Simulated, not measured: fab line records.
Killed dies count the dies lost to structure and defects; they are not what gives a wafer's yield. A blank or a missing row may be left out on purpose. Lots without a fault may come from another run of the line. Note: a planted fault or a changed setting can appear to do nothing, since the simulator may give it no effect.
Chamber matching ; flow n5-finfet ; ald-sin-01 running N5_ILD0_ALD_15: 4 sister chambers
The step deposits SiNx, target thk 24 nm, pulse time 1 s, ald cycles 480. 4 wafers are shown with their chamber, then 10 later ones without.

WAFERS, EACH WITH ITS CHAMBER
wafer;chamber;heater-power-w (W)
L083.5;3;911
L084.5;0;754
L088.1;2;1028
L088.2;1;1013

WAFERS WHOSE CHAMBER IS MISSING
wafer;heater-power-w (W)
L088.6;733
L090.1;738
L090.2;889
L090.3;1087
L094.1;1062
L094.4;909
L094.6;996
L095.2;1051
L095.3;744
L095.6;1018

THE CHAMBER EACH PASSED THROUGH
wafer;from the rows above;in truth
L088.6;0;0
L090.1;0;0
L090.2;3;3
L090.3;can't be placed: 2 or 1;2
L094.1;can't be placed: 2 or 1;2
L094.4;3;3
L094.6;can't be placed: 1 or 2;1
L095.2;can't be placed: 2 or 1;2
L095.3;0;0
L095.6;can't be placed: 1 or 2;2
Correctly placed: 5 of 10. Cannot be placed on the basis of these rows: 5; the candidates contain the true chamber in 5. Number placed wrongly: 0.
How it was worked out, from the rows above alone: a wafer's distance from a chamber is the root of the sum, over the readings, of the square of ((its reading less the chamber's mean) divided by the reading's scatter). The wafer belongs to the nearest chamber; if the next one is less than 2 further off, it can't be placed. The mean given for a chamber averages the wafers shown for that chamber. The scatter (one wafer shown for each chamber): square how far every hidden wafer sits from the nearest shown wafer, average those squares and take the square root.
